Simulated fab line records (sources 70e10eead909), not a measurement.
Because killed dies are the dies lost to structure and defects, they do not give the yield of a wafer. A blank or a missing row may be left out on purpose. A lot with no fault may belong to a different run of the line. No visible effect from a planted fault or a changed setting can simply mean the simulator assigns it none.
Matching of chambers | flow nandHarc | NHARC_P_CONTACT_DESCUM_17 on rieDiel-05 has 4 sister chambers
The step chemistry O2, time 3 s. 14 wafers are shown with their chamber, then 7 later ones without.

WAFERS, EACH WITH ITS CHAMBER
wafer  | chamber | drypumpMotorCurrentA (A) | rfVppV (V) | oesProductAu (a.u.)
L078.3 | 3       | 5.9                      | 57.3       | 0.990
L078.4 | 2       | 6.6                      | 58.5       | 1.008
L078.5 | 1       | 6.5                      | 58.5       | 1.014
L081.1 | 1       | 6.5                      | 56.6       | 1.001
L081.3 | 2       | 6.6                      | 57.8       | 1.006
L081.5 | 2       | 6.6                      | 57.7       | 1.009
L083.3 | 3       | 6.0                      | 57.0       | 0.991
L083.4 | 0       | 5.2                      | 60.7       | 1.005
L083.6 | 2       | 6.6                      | 57.5       | 1.002
L085.2 | 2       | 6.6                      | 58.5       | 1.003
L085.5 | 3       | 5.9                      | 56.8       | 0.997
L085.6 | 2       | 6.6                      | 56.8       | 1.001
L088.3 | 1       | 6.5                      | 57.8       | 0.994
L088.4 | 3       | 5.9                      | 56.8       | 1.001

SIGNATURES (averages over the wafers above)
reading              | chamber 0 | chamber 1 | chamber 2 | chamber 3 | scatter within a chamber
drypumpMotorCurrentA | 5.200     | 6.500     | 6.600     | 5.925     | 0.0274
rfVppV               | 60.700    | 57.633    | 57.800    | 56.975    | 0.64
oesProductAu         | 1.00500   | 1.00300   | 1.00483   | 0.99475   | 0.00584
Rule: for each reading, subtract the chamber's mean from the wafer's reading, divide by that reading's scatter and square the result; add these up over the readings and take the root, which gives the wafer's distance from the chamber. If the next closest chamber is less than 2 further off than the closest, the wafer can't be placed; otherwise it belongs to the closest. The scatter: the root of (the sum of the squares of (reading less its chamber's mean) over the shown wafers, divided by (wafers less chambers)).

WAFERS WITH NO CHAMBER GIVEN
wafer  | drypumpMotorCurrentA (A) | rfVppV (V) | oesProductAu (a.u.)
L088.5 | 5.9                      | 56.2       | 1.004
L089.1 | 6.6                      | 56.0       | 1.014
L089.3 | 6.5                      | 58.0       | 0.992
L089.5 | 6.5                      | 57.7       | 0.996
L091.1 | 5.2                      | 58.0       | 1.011
L091.2 | 6.5                      | 57.2       | 0.989
L091.4 | 6.6                      | 58.4       | 0.997

WHICH CHAMBER EACH ONE RAN IN
wafer  | from the rows above     | in truth
L088.5 | 3                       | 3
L089.1 | can't be placed: 2 or 1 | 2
L089.3 | 1                       | 1
L089.5 | 1                       | 1
L091.1 | 0                       | 0
L091.2 | 1                       | 1
L091.4 | 2                       | 2
Placed correctly: 6 of 7. Can't be placed from these rows: 1 (the true chamber is among the candidates in 1). 0 placed wrongly.
